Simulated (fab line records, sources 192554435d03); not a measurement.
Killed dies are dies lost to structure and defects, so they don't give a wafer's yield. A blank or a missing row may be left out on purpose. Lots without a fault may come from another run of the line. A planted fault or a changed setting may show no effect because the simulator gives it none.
Split-lot experiment | flow n5_finfet | 7 lots, 21 wafers read, on a route of 1938 steps

THE SPLIT
At N5_MOL_CONTACT_COAG_COAT_77 (time 60 s, resist thk 10 nm), the setting spin_rpm was moved away from the recipe's 1500 rpm on 7 of the 21 wafers read, by -5.9% to +6.3%. The other wafers ran this setting at the recipe's value.

FROM THE SPLIT TO THE READING: what the file shows between them, 3 steps
- N5_MOL_CONTACT_COAG_COAT_78: resist thk 40 nm
- N5_MOL_CONTACT_COAG_EBR_80
- N5_MOL_CONTACT_COAG_DESCUM_88: chemistry O2, time 7 s

THE READING
etch.depth_nm (the simulator's own value, which no gauge read), in nm, at N5_MOL_CONTACT_COAG_ETCH_89 (etches underlayer in N2/H2, target depth 13 nm, time 10.4 s). The file gives no usual value for it. The 14 wafers here that ran the recipe average 10.004 nm, standard deviation 0.033 nm.

wafer  | tool, chamber at the split | spin_rpm as run, rpm | against the recipe | etch.depth_nm, nm | against lot-mates on the recipe
L075.2 | litho_track-01, 0          | 1411                 | -5.9%              | 10.33             | +0.335
L075.4 | litho_track-01, 0          | 1411                 | -5.9%              | 10.33             | +0.335
L075.5 | litho_track-01, 0          | 1500                 | recipe             | 9.995             | -
L077.1 | litho_track-02, 0          | 1595                 | +6.3%              | 9.772             | -0.318
L077.3 | litho_track-02, 0          | 1500                 | recipe             | 10.09             | -
L077.5 | litho_track-02, 0          | 1595                 | +6.3%              | 9.792             | -0.298
L080.2 | litho_track-01, 0          | 1500                 | recipe             | 9.987             | -
L080.5 | litho_track-01, 0          | 1500                 | recipe             | 10.02             | -
L080.6 | litho_track-01, 0          | 1500                 | recipe             | 9.986             | -
L085.2 | litho_track-02, 0          | 1500                 | recipe             | 10.02             | -
L085.3 | litho_track-02, 0          | 1500                 | recipe             | 10.02             | -
L085.4 | litho_track-02, 0          | 1500                 | recipe             | 10.02             | -
L095.3 | litho_track-04, 0          | 1500                 | recipe             | 9.963             | -
L095.4 | litho_track-04, 0          | 1500                 | recipe             | 9.956             | -
L095.6 | litho_track-04, 0          | 1500                 | recipe             | 9.962             | -
L096.1 | litho_track-02, 0          | 1500                 | recipe             | 10.01             | -
L096.3 | litho_track-02, 0          | 1424                 | -5.1%              | 10.29             | +0.280
L096.4 | litho_track-02, 0          | 1424                 | -5.1%              | 10.26             | +0.250
L097.3 | litho_track-02, 0          | 1451                 | -3.3%              | 10.2              | +0.190
L097.4 | litho_track-02, 0          | 1500                 | recipe             | 10                | -
L097.5 | litho_track-02, 0          | 1500                 | recipe             | 10.02             | -

THE FIT
A straight line over all 21 wafers: etch.depth_nm changes by -0.0463 nm for each +1% of spin_rpm; r = -0.97; the points scatter about the line by 0.04 nm.
The same after taking each lot's own level away (the mean of its wafers on the recipe; 21 wafers): -0.0523 nm for each +1%; r = -1.00; scatter 0.014 nm.
On that fit, the largest move of spin_rpm shifts the reading by 0.33 nm.
The lots' own levels span 9.9603 to 10.0900 nm, that is 3.9 times the standard deviation above.
So the lot-to-lot level changes the slope: the two fits differ.
Check: with one of the wafers moved furthest among these (+6.3%) left out of the fit, the line predicts -0.328 nm for it against its lot-mates. It came out at -0.318 nm against them.

OTHER SPLITS ON THESE WAFERS
These wafers also went through other splits before the reading. Each is held against what the fit with the lots' levels taken away leaves over:
other split on the same wafers        | wafers away from the commonest value | r with etch.depth_nm (lot level and that fit taken away)
N5_MOL_CONTACT_COAG_EXPOSE_05 dose_mj | 8                                    | -0.12
N5_MOL_CONTACT_COAG_ETCH_106 source_w | 6                                    | +0.27
N5_MOL_CONTACT_COAG_COAT_75 spin_rpm  | 3                                    | +0.08

THE WHOLE CHAIN: every reading that the file lists as answering this split, in the file's order
step                        | what it does                                                | reading                                                                                        | change (the file's fit)                | r (the file's)
N5_MOL_CONTACT_COAG_COAT_77 | time 60 s, resist thk 10 nm                                 | underlayer_of_MOL_CONTACT_COAG_COAT_77.thk_nm (the simulator's own value, which no gauge read) | -0.0475 nm for each +1% of the setting | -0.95
N5_MOL_CONTACT_COAG_ETCH_89 | etches underlayer in N2/H2, target depth 13 nm, time 10.4 s | etch.depth_nm (the simulator's own value, which no gauge read)                                 | -0.0527 nm for each +1% of the setting | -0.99

THE FILE'S OWN FIT
etch.depth_nm changes by -0.0527 nm for each +1% of spin_rpm, r = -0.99.
